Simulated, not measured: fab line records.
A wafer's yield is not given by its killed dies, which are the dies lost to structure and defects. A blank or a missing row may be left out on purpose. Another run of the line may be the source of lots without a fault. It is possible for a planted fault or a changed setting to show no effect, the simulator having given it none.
Split-lot experiment    flow n5-finfet    39 wafers read across 7 lots, on a route 1938 steps long

SPLIT DETAILS
At N5_DUMMY_GATE_PECVD_30 (deposits SiO2 from TEOS/O2, target thk 55 nm, time 10.8 s), the setting time-s was moved away from the recipe's 10.8 s on 18 of the 39 wafers read, by -58.9% to +43.2%. This setting was run at the recipe's value on the other wafers.

The split's own step is where the reading is taken.

THE READING
SiO2_of_DUMMY_GATE_PECVD_30.thk-nm (the simulator's own value, which no gauge read), in nm, at N5_DUMMY_GATE_PECVD_30 (deposits SiO2 from TEOS/O2, target thk 55 nm, time 10.8 s). There is no usual value for it anywhere in the file. The 21 wafers here that ran the recipe average 54.7 nm, standard deviation 0.51 nm.

wafer   tool, chamber at the split  time-s as run, s  against the recipe  SiO2_of_DUMMY_GATE_PECVD_30.thk-nm, nm  against lot-mates on the recipe
L075.4  pecvd-03, 0                 10.8              recipe              54.8                                    -
L075.5  pecvd-03, 2                 10.8              recipe              54.6                                    -
L075.6  pecvd-03, 1                 10.8              recipe              54.4                                    -
L079.1  pecvd-03, 2                 10.8              recipe              54.4                                    -
L079.2  pecvd-03, 0                 10.8              recipe              55.2                                    -
L079.3  pecvd-03, 1                 14.96             +38.5%              74.4                                    +19.1
L079.4  pecvd-03, 1                 14.96             +38.5%              75.8                                    +20.5
L079.5  pecvd-03, 0                 14.96             +38.5%              76                                      +20.7
L079.6  pecvd-03, 2                 10.8              recipe              56.2                                    -
L082.1  pecvd-02, 0                 10.8              recipe              54.2                                    -
L082.2  pecvd-02, 1,0               7.147             -33.8%              36.8                                    -17.9
L082.5  pecvd-02, 1,0               7.147             -33.8%              36.8                                    -17.9
L082.3  pecvd-02, 1                 10.8              recipe              55.2                                    -
L082.4  pecvd-02, 0                 10.8              recipe              54.8                                    -
L082.6  pecvd-02, 1                 7.147             -33.8%              38                                      -16.7
L083.1  pecvd-03, 1                 10.8              recipe              54                                      -
L083.2  pecvd-03, 2                 4.443             -58.9%              22.8                                    -31.7
L083.3  pecvd-03, 0                 10.8              recipe              54.4                                    -
L083.4  pecvd-03, 1                 4.443             -58.9%              23.8                                    -30.7
L083.5  pecvd-03, 0                 4.443             -58.9%              23                                      -31.5
L083.6  pecvd-03, 2                 10.8              recipe              55                                      -
L084.1  pecvd-02, 1                 6.614             -38.8%              34                                      -20.5
L084.2  pecvd-02, 2                 10.8              recipe              54                                      -
L084.3  pecvd-02, 2                 10.8              recipe              54.6                                    -
L084.4  pecvd-02, 1                 10.8              recipe              55                                      -
L084.5  pecvd-02, 2                 6.614             -38.8%              34.6                                    -19.9
L084.6  pecvd-02, 1                 6.614             -38.8%              35.2                                    -19.3
L089.1  pecvd-03, 1                 15.47             +43.2%              76.8                                    +21.7
L089.2  pecvd-03, 2                 15.47             +43.2%              76.4                                    +21.3
L089.3  pecvd-03, 0                 15.47             +43.2%              76                                      +20.9
L089.4  pecvd-03, 1                 10.8              recipe              55.2                                    -
L089.5  pecvd-03, 2,0               10.8              recipe              55                                      -
L089.6  pecvd-03, 2,0               10.8              recipe              55                                      -
L093.1  pecvd-03, 2,1               10.8              recipe              54.2                                    -
L093.3  pecvd-03, 2,1               10.8              recipe              54.2                                    -
L093.2  pecvd-03, 0                 10.8              recipe              54.4                                    -
L093.4  pecvd-03, 0,1               5.607             -48.1%              29.2                                    -25.1
L093.6  pecvd-03, 0,1               5.607             -48.1%              29.2                                    -25.1
L093.5  pecvd-03, 2                 5.607             -48.1%              29.8                                    -24.5
The file does not say which wafer passed through which chamber wherever a row lists several chambers: such a row stands for several wafers.

FIT RESULTS
A straight line over all 39 wafers: SiO2_of_DUMMY_GATE_PECVD_30.thk-nm changes by +0.524 nm for each +1% of time-s; r = +1.00; the points scatter about the line by 0.63 nm.
The same after taking each lot's own level away (the mean of its wafers on the recipe; 39 wafers): +0.517 nm for each +1%; r = +1.00; scatter 0.58 nm.
That fit puts the effect of the largest move of time-s on the reading at 30 nm.
Measured against the standard deviation above, the lots' own levels, which go from 54.27 to 55.27 nm, span 2.0 times it.
So the lot-to-lot level changes the slope little: the two slopes agree.
Check: for one of the wafers moved furthest among these (-58.9%), held out of the fit, the line's prediction against its lot-mates is -30.4 nm. It came out at -31.7 nm against them.

ADDITIONAL SPLITS CARRIED BY THESE WAFERS
Other splits were also applied to these wafers ahead of the reading. Each is held against what the fit with the lots' levels taken away leaves over:
other split on the same wafers           wafers away from the commonest value  r with SiO2_of_DUMMY_GATE_PECVD_30.thk-nm (lot level and that fit taken away)
N5_FIN_SAQP_SPACER2_ALD_28 target-thk-a  18                                    +0.02

FILE'S OWN FIT
SiO2_of_DUMMY_GATE_PECVD_30.thk-nm changes by +0.518 nm for each +1% of time-s, r = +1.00.
